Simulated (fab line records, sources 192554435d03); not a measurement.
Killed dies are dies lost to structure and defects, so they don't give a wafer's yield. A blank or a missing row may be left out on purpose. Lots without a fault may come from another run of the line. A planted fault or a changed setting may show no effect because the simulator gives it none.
Problem report in the 8D (eight disciplines) form, filled by code | flow n5_finfet | the parts of the form that need people (team, actions taken, sign-off) are left out

1. THE PROBLEM
susceptor_temp_C at N5_BEOL_M13_ILD_DEP_00 reads a mean of 341.77 C on 2 wafers of 2 lots; wafers without a fault read 350.01 C with a standard deviation of 0.22. That is -37 standard deviations from the usual mean.
The step: deposits SiOC from DEMS/O2, target thk 837.92 nm, time 166.4 s.
First seen on wafer L804.2, day 16 00:42, on pecvd-02. The record holds 12 wafers of 4 lots with a number at this step. Rule for "out", or "out of limits": more than 4 standard deviations from the usual mean. The other wafers with a number count as sound.

2. WHAT IT IS AND WHAT IT IS NOT
question                    | is                | is not
which readings at this step | susceptor_temp_C  | heater_power_w, showerhead_plenum_p_Torr, throttle_valve_pct
which lots                  | L804, L806        | L794, L796
which wafers of those lots  | L804.2, L806.3    | L804.5, L804.6, L806.1, L806.4
read on which tools         | pecvd-02          | pecvd-01
when                        | from day 16 00:42 | up to then (8 sound wafers); but 2 sound wafers of L806 came after

3. SUSPECTS, AND WHAT RULES EACH OUT
Counting: a tool at a process step up to the reading stays a suspect if it ran every lot that is out. Sound lots after the first of them don't rule it out here, since some wafers of a struck lot are sound.
- pecvd-02 at N5_BEOL_M13_ILD_DEP_00 (deposits SiOC from DEMS/O2, target thk 837.92 nm, time 166.4 s): kept. It ran every lot that is out, first L804 (day 16 00:42); its last sound lot up to then is L794 (day 13 18:40). Its own readings are out on those wafers: susceptor_temp_C.
- Within pecvd-02 at N5_BEOL_M13_ILD_DEP_00: the wafers that are out ran in chamber 1; their sound lot-mates ran in chambers 0, 2.
Left after counting: pecvd-02 at N5_BEOL_M13_ILD_DEP_00.

4. THE CAUSE (what the simulator had put in)
Process parameter drift: pecvd-02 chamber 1, from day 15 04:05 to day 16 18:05, at N5_BEOL_M13_ILD_DEP_00. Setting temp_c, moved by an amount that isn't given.
Counting left only this tool.

5. THE CHAIN OF EFFECTS, in route order
Each row: a reading whose mean over the struck wafers that have a number lies more than 3 standard deviations from the usual. Only readings for which the record gives a usual standard deviation are gone through. hours: the time from each lot's start at the first step in this table that gives one to its start at this step, as a median over the lots. sigmas: the change in usual standard deviations.
hours | step                   | reading          | usual    | on struck wafers | change | sigmas
0     | N5_BEOL_M13_ILD_DEP_00 | susceptor_temp_C | 350.01 C | 341.77           | -8.24  | -37
The process steps in it:
- N5_BEOL_M13_ILD_DEP_00: deposits SiOC from DEMS/O2, target thk 837.92 nm, time 166.4 s.

6. WHAT WOULD HAVE CAUGHT IT SOONER
In this record the first reading out of limits was taken at day 16 00:42, 21 hours after the fault began at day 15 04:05.
